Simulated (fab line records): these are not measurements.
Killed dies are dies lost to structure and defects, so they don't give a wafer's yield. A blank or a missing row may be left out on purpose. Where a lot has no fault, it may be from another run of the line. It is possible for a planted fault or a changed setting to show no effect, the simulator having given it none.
Code-filled problem report in 8D (eight disciplines) form | flow n5 finfet | the parts of the form that need people (team, actions taken, sign-off) are left out

## 1. PROBLEM STATEMENT
etch rf on time s at N5_SD_EPI_P_ETCH_36 reads a mean of 51.4 s on 3 wafers of 2 lots; wafers without a fault read 75.2 s with a standard deviation of 1. That is -24 standard deviations from the usual mean.
The step: etches SiARC in CF4, target depth 45.5 nm, time 75.8 s.
Earliest sighting: wafer L446.3 on rie diel-05 at day 6 12:18. The record has a number at this step for 27 wafers belonging to 9 lots. By rule, "out" or "out of limits" means more than 4 standard deviations away from the usual mean. All remaining wafers that have a number are taken as sound.

## 2. WHAT IT IS; WHAT IT IS NOT
question                    | is                     | is not
which readings at this step | etch rf on time s      | drypump motor current A, oes product au, rf vpp V, showerhead plenum p Torr, throttle valve pct
which lots                  | L446, L448             | L434, L438, L439, L440, L452, L453, L455
which wafers of those lots  | L446.3, L446.4, L448.4 | L446.6, L448.1, L448.2
read on which tools         | rie diel-05            | rie diel-02, rie diel-06
when                        | from day 6 12:18       | up to then (13 sound wafers); but 11 sound wafers of L448, L452, L453, L455 came after

## 3. SUSPECTS, AND WHAT RULES EACH OUT
Counting: a tool at a process step up to the reading stays a suspect if it ran every lot that is out. Sound lots after the first of them don't rule it out here, since some wafers of a struck lot are sound.
- epi rpcvd-01 at N5_SD_EPI_N_VAPOR_ETCH_50 (etches Si in HCl, time 54 s): kept. It ran every lot that is out, first L446 (day 6 08:36); its last sound lot up to then is L438 (day 4 07:16).
- rie diel-05 at N5_SD_EPI_P_ETCH_36 (etches SiARC in CF4, target depth 45.5 nm, time 75.8 s): kept. It ran every lot that is out, first L446 (day 6 12:18); its last sound lot up to then is L440 (day 5 00:32). Its own readings are out on those wafers: etch rf on time s.
- Within rie diel-05 at N5_SD_EPI_P_ETCH_36: the wafers that are out ran in chambers 0, 2; their sound lot-mates ran in chambers 1, 3.
What counting leaves: epi rpcvd-01 at N5_SD_EPI_N_VAPOR_ETCH_50 and rie diel-05 at N5_SD_EPI_P_ETCH_36.

## 4. THE CAUSE (what the simulator had put in)
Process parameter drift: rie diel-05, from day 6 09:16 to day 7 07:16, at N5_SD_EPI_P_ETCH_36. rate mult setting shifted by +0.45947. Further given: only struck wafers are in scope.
Counting left 2 suspects, and this tool is among them.

## 5. SEQUENCE OF EFFECTS, ordered by route
One row per reading whose mean, taken over the struck wafers that have a number, lies over 3 standard deviations from the usual. Only readings for which the record gives a usual standard deviation are gone through. hours: the time from each lot's start at the first step in this table that gives one to its start at this step, as a median over the lots. sigmas: the change in usual standard deviations.
hours | step                | reading           | usual  | on struck wafers | change | sigmas
0     | N5_SD_EPI_P_ETCH_36 | etch rf on time s | 75.2 s | 51.4             | -23.8  | -24
It contains these process steps:
- N5_SD_EPI_P_ETCH_36: etches SiARC in CF4, target depth 45.5 nm, time 75.8 s.
Later measuring or inspecting steps at which every struck wafer that the step has a row for has a number for every such reading, and none has moved that far: N5_BEOL_M4_RC_MEAS_101.

## 6. WHAT WOULD HAVE CAUGHT IT SOONER
The fault began at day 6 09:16; the first out-of-limits reading in this record came at day 6 12:18, 3 hours later.
